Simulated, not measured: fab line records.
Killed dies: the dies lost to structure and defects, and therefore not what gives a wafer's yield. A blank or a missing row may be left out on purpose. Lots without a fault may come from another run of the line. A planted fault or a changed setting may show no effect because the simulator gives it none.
What tool caused it? -- flow n5 finfet -- 11 lots with 33 wafers sampled at 6 steps, on a route of 1938 steps

## WHAT THE GAUGES SHOWED, per wafer
N5_PMOS_HMC_CHANNEL_EPI_THK_MEAS_22.
lot,measured,on,HMC_CMP_THK (nm)
L286,day 1 19:53,film metro-01,54.2 54.7 55.9
L287,day 2 02:10,film metro-02,54.9 54.4 51.8
L288,day 2 07:38,film metro-02,54.0 53.8 54.5
L289,day 2 14:02,film metro-02,55.7 54.8 53.5
L290,day 2 19:35,film metro-01,52.5 53.7 55.1
L299,day 5 02:20,film metro-02,34.8 54.6 53.4
L300,day 5 07:41,film metro-01,34.7 54.1 55.0
L301,day 5 14:14,film metro-01,54.8 54.0 54.5
L302,day 5 19:46,film metro-01,55.2 52.4 52.1
L304,day 6 08:03,film metro-02,54.3 54.1 54.2
L305,day 6 15:47,film metro-01,55.3 55.1 55.2

N5_BEOL_M4_RC_MEAS_101.
lot,measured,on,CJ_P,DIBL_N (mV/V),DIBL_P (mV/V),IOFF_N (nA/um),IOFF_P (nA/um),IOFF_P_85C (nA/um),IOFF_P_LIN (nA/um),IOFF_P_LONG (nA/um),ION_N (uA/um),ION_P (uA/um),REXT_P (ohm.um),RS_NWELL (ohm/sq),SS_N (mV/dec),SS_P (mV/dec),VT_N (mV),VT_P (mV),VT_P_LONG (mV)
L286,day 7 20:13,prober-01,5.74 5.40 5.15,34.9 36.4 39.0,35 37 41,0.14 0.18 0.23,0.22 0.26 0.35,3.9 4.5 5.8,0.110 0.128 0.151,0.000119 0.000118 0.000111,670 683 690,466 472 470,99.3 100.7 102.2,1041 1027 1043,72.1 72.4 72.5,73.6 73.2 75.1,251 247 247,-247 -245 -240,-269 -270 -270
L287,day 7 22:32,prober-02,5.30 5.87 6.25,37.0 43.5 39.5,35 44 38,0.16 0.32 0.22,0.21 0.42 0.29,3.7 6.6 4.8,0.103 0.169 0.131,0.000106 0.000115 0.000123,680 733 692,467 500 479,100.3 97.3 98.1,1032 1040 1032,71.0 72.7 71.5,73.8 76.2 73.5,249 242 244,-249 -240 -245,-274 -271 -273
L288,day 9 09:14,prober-02,5.85 5.94 5.93,36.1 37.3 37.3,36 37 38,0.15 0.18 0.18,0.20 0.23 0.24,3.5 4.0 4.2,0.095 0.106 0.111,0.000103 0.000105 0.000105,674 681 689,469 471 474,99.1 98.1 98.6,1037 1024 1029,70.7 71.8 71.7,72.6 74.1 73.8,250 247 246,-248 -250 -248,-275 -276 -277
L289,day 8 21:05,prober-01,5.73 5.50 6.04,38.3 37.2 35.4,40 38 36,0.22 0.19 0.16,0.36 0.28 0.26,5.9 4.7 4.5,0.157 0.131 0.125,0.000135 0.000127 0.000137,695 691 682,487 478 481,101.6 104.1 102.6,1033 1030 1034,72.9 72.2 72.0,73.0 73.6 73.0,242 245 248,-239 -242 -243,-267 -268 -269
L290,day 9 14:45,prober-02,6.07 5.77 5.63,31.4 36.5 35.3,29 36 34,0.09 0.17 0.14,0.13 0.21 0.18,2.3 3.7 3.2,0.068 0.100 0.087,0.000104 9.9e-05 9.7e-05,648 691 677,452 470 463,94.9 96.3 94.9,1043 1036 1044,69.9 71.7 71.3,71.0 72.6 72.5,256 246 252,-257 -249 -253,-278 -276 -276
L299,day 11 23:30,prober-01,4.36 5.69 6.02,34.6 39.2 42.8,61 41 45,0.13 0.20 0.29,1.43 0.24 0.35,18.4 4.2 5.6,0.122 0.110 0.140,6.5e-05 9.9e-05 0.000107,667 671 698,320 459 474,123.5 99.9 100.4,1078 1041 1041,71.4 72.4 73.4,91.9 74.0 75.4,254 251 245,-259 -249 -246,-286 -276 -276
L300,day 11 17:33,prober-02,3.50 5.54 5.32,33.3 38.7 36.7,167 39 35,0.12 0.24 0.18,70.73 0.25 0.19,478.5 4.2 3.4,0.811 0.108 0.090,5.4e-05 9.5e-05 9.2e-05,656 684 653,303 456 445,128.5 100.7 100.0,1080 1036 1035,71.3 72.1 72.6,157.5 75.0 73.5,254 244 252,-257 -251 -254,-293 -277 -277
L301,day 12 11:10,prober-01,5.50 5.74 5.72,34.2 35.1 39.3,34 34 39,0.13 0.13 0.24,0.17 0.17 0.25,3.0 3.1 4.2,0.086 0.088 0.114,9.6e-05 0.0001 9.8e-05,651 663 680,447 452 458,102.9 102.2 102.1,1032 1036 1042,71.6 70.4 72.6,73.1 72.6 73.8,251 252 247,-252 -252 -247,-277 -275 -278
L302,day 12 02:02,prober-01,5.45 6.08 6.08,36.6 40.7 37.0,38 43 40,0.16 0.25 0.16,0.19 0.26 0.21,3.4 4.3 3.6,0.091 0.109 0.095,8.7e-05 9.5e-05 9.7e-05,692 694 668,463 461 454,99.9 99.3 100.7,1036 1035 1033,71.7 72.5 70.8,73.7 74.8 73.7,248 247 254,-253 -250 -254,-278 -280 -283
L304,day 12 22:44,prober-02,5.49 5.83 5.75,34.7 37.8 34.3,35 41 36,0.13 0.18 0.12,0.14 0.22 0.16,2.6 3.7 2.8,0.073 0.097 0.077,8.7e-05 9e-05 8.9e-05,667 671 658,445 450 445,104.5 101.9 102.4,1032 1028 1028,71.0 72.3 71.2,72.4 73.9 72.7,255 251 254,-255 -253 -258,-277 -280 -279
L305,day 13 05:12,prober-02,5.66 5.73 5.27,36.9 37.6 37.0,38 37 36,0.17 0.17 0.17,0.24 0.24 0.22,4.2 4.0 3.9,0.113 0.108 0.104,0.000109 0.000107 0.0001,689 675 676,475 466 454,97.3 97.0 99.3,1043 1048 1038,71.3 72.1 71.6,74.3 74.6 74.0,247 249 248,-247 -248 -247,-273 -273 -273

## EACH LOT AND THE TOOL THAT RAN IT (in order: tool; ch and the chambers of the sampled wafers; start)
lot,N5_PMOS_HMC_CHANNEL_EPI_ETCH_32,N5_PMOS_HMC_CHANNEL_EPI_EPI_20,N5_PMOS_HMC_CHANNEL_EPI_CMP_21,N5_FIN_SAQP_PECVD_06
L286,"rie diel-05 ch 0,2,3, day 1 17:16","epi rpcvd-03 ch 0, day 1 17:51","cmp-04 ch 1,2,3, day 1 19:36","pecvd-03 ch 1,2, day 1 21:10"
L287,"rie diel-03 ch 1,2,3, day 1 23:29","epi rpcvd-02 ch 0, day 2 00:05","cmp-01 ch 0,1, day 2 01:53","pecvd-02 ch 0,1, day 2 04:34"
L288,"rie diel-05 ch 0,1,3, day 2 05:23","epi rpcvd-04 ch 0, day 2 06:35","cmp-04 ch 0,2,3, day 2 07:25","pecvd-01 ch 0,1,2, day 2 08:55"
L289,"rie diel-03 ch 0,1,2, day 2 11:47","epi rpcvd-03 ch 0, day 2 12:47","cmp-02 ch 0,3, day 2 13:44","pecvd-02 ch 0,1, day 2 15:20"
L290,"rie diel-05 ch 0,1,3, day 2 17:22","epi rpcvd-02 ch 0, day 2 17:58","cmp-02 ch 0,2,3, day 2 19:18","pecvd-01 ch 0,1,2, day 2 21:02"
L299,"rie diel-05 ch 0,1,3, day 5 00:06","epi rpcvd-02 ch 0, day 5 00:54","cmp-04 ch 0,1,2, day 5 02:03","pecvd-01 ch 0,1,2, day 5 03:34"
L300,"rie diel-05 ch 1,2,3, day 5 05:22","epi rpcvd-02 ch 0, day 5 06:10","cmp-02 ch 0,2, day 5 07:26","pecvd-03 ch 0,2, day 5 08:55"
L301,"rie diel-03 ch 1,3, day 5 11:58","epi rpcvd-03 ch 0, day 5 12:36","cmp-04 ch 0,2,3, day 5 13:56","pecvd-01 ch 0,1,2, day 5 15:50"
L302,"rie diel-03 ch 0,2,3, day 5 17:20","epi rpcvd-04 ch 0, day 5 18:20","cmp-01 ch 0,1,2, day 5 19:31","pecvd-01 ch 0,2, day 5 21:01"
L304,"rie diel-02 ch 2,3, day 6 05:46","epi rpcvd-03 ch 0, day 6 06:34","cmp-02 ch 0,1,2, day 6 07:45","pecvd-01 ch 0,2, day 6 09:17"
L305,"rie diel-02 ch 0,1,2, day 6 12:13","epi rpcvd-04 ch 0, day 6 14:21","cmp-02 ch 0,1,2, day 6 15:36","pecvd-03 ch 0,2, day 6 17:07"
- N5_PMOS_HMC_CHANNEL_EPI_ETCH_32: etches BARC in N2/H2, stops on SiO2, target depth 85.8 nm, time 50.3 s.
- N5_PMOS_HMC_CHANNEL_EPI_EPI_20: deposits SiGe30, target thk 59 nm.
- N5_PMOS_HMC_CHANNEL_EPI_CMP_21: polishes SiGe30, target thk 54 nm.
- N5_FIN_SAQP_PECVD_06: deposits a-Si from SiH4/He, target thk 60 nm, time 48.1 s.

## AS READ BY THE TOOLS THEMSELVES (means over the sampled wafers that have a number; for cases with no such wafer, the mark the record gives instead)
N5_PMOS_HMC_CHANNEL_EPI_ETCH_32.
lot,tool,chamber pressure mTorr (mTorr),drypump motor current A (A),oes product au (a.u.),rf fwd power W (W),rf vpp V (V),showerhead plenum p Torr (Torr),throttle valve pct (%)
L286,rie diel-05,29.979,6.4,0.68,829,524.0,2.56,17.82
L287,rie diel-03,29.983,5.4,0.65,832,525.5,2.61,18.06
L288,rie diel-05,29.976,5.9,0.65,835,524.6,2.58,17.86
L289,rie diel-03,29.998,5.7,0.62,831,524.0,2.56,18.24
L290,rie diel-05,29.984,5.9,0.65,833,524.9,2.58,17.87
L299,rie diel-05,30.007,5.9,0.64,833,524.4,2.57,17.89
L300,rie diel-05,30.008,5.9,0.64,834,525.6,2.60,17.94
L301,rie diel-03,30.001,5.0,0.65,836,525.5,2.61,17.96
L302,rie diel-03,30.009,5.6,0.61,835,525.7,2.59,18.23
L304,rie diel-02,30.000,6.1,0.60,831,523.8,2.56,17.89
L305,rie diel-02,30.003,5.8,0.65,832,523.1,2.54,17.69

N5_PMOS_HMC_CHANNEL_EPI_EPI_20.
lot,tool,susceptor temp C (C)
L286,epi rpcvd-03,600.33
L287,epi rpcvd-02,600.19
L288,epi rpcvd-04,600.35
L289,epi rpcvd-03,600.29
L290,epi rpcvd-02,599.70
L299,epi rpcvd-02,600.02
L300,epi rpcvd-02,600.14
L301,epi rpcvd-03,600.00
L302,epi rpcvd-04,600.03
L304,epi rpcvd-03,600.28
L305,epi rpcvd-04,600.14

N5_PMOS_HMC_CHANNEL_EPI_CMP_21.
lot,tool,edge zone pressure frac,motor current A (A)
L286,cmp-04,1.002,12.0
L287,cmp-01,0.994,10.9
L288,cmp-04,0.998,12.5
L289,cmp-02,1.002,11.6
L290,cmp-02,0.998,11.3
L299,cmp-04,0.999,11.9
L300,cmp-02,0.996,11.2
L301,cmp-04,1.002,12.4
L302,cmp-01,0.999,11.5
L304,cmp-02,0.998,12.1
L305,cmp-02,1.002,12.1

N5_FIN_SAQP_PECVD_06.
lot,tool,heater power w (W),rf fwd power W (W),showerhead plenum p Torr (Torr),susceptor temp C (C),throttle valve pct (%)
L286,pecvd-03,828,99.4,5.63,399.92,17.9
L287,pecvd-02,794,99.2,5.65,400.05,18.8
L288,pecvd-01,881,99.3,5.67,400.13,17.7
L289,pecvd-02,782,99.4,5.64,400.20,19.0
L290,pecvd-01,861,99.3,5.66,400.03,17.7
L299,pecvd-01,899,98.6,5.67,399.98,17.9
L300,pecvd-03,767,99.1,5.65,400.21,17.5
L301,pecvd-01,918,99.5,5.67,399.93,17.8
L302,pecvd-01,836,99.1,5.68,400.22,17.7
L304,pecvd-01,848,99.3,5.71,400.13,17.4
L305,pecvd-03,681,99.6,5.69,399.86,17.5

## THE ANSWER, worked out from the rows above alone
Rule: usual is defined by the lots themselves. Put in order of their means at a reading, lots are off if they are a third of the lots or fewer, leave a main group of 4 or more, and stand apart from it by a gap of 3 or more times the standard deviation of the main group's means; of several such gaps the widest counts. Not used: any main group whose means are identical at the precision the tables above print for the reading. Also off: a lot with no number at a reading for which 4 or more lots have one. The other lots that the step has rows for count as sound. First the gauges in route order, then the tools' own readings, where a lot's mean is used as printed above. At the first step where some lot is off, the reading lying furthest off is the one used; lots without a number count as furthest.
Off: L299, L300, at N5_PMOS_HMC_CHANNEL_EPI_THK_MEAS_22 (HMC_CMP_THK). Mean 54.2 nm and standard deviation 0.59 in the main group.
A tool fits if, at a process step before that reading, it ran every lot that is off, and no sound lot after the first of them. Gauges at N5_PMOS_HMC_CHANNEL_EPI_THK_MEAS_22: tried the same way as those tools. Undecided on this evidence; 2 tools fit (rie diel-05 at N5_PMOS_HMC_CHANNEL_EPI_ETCH_32, epi rpcvd-02 at N5_PMOS_HMC_CHANNEL_EPI_EPI_20).

## WHAT HAD BEEN PUT IN BY THE SIMULATOR
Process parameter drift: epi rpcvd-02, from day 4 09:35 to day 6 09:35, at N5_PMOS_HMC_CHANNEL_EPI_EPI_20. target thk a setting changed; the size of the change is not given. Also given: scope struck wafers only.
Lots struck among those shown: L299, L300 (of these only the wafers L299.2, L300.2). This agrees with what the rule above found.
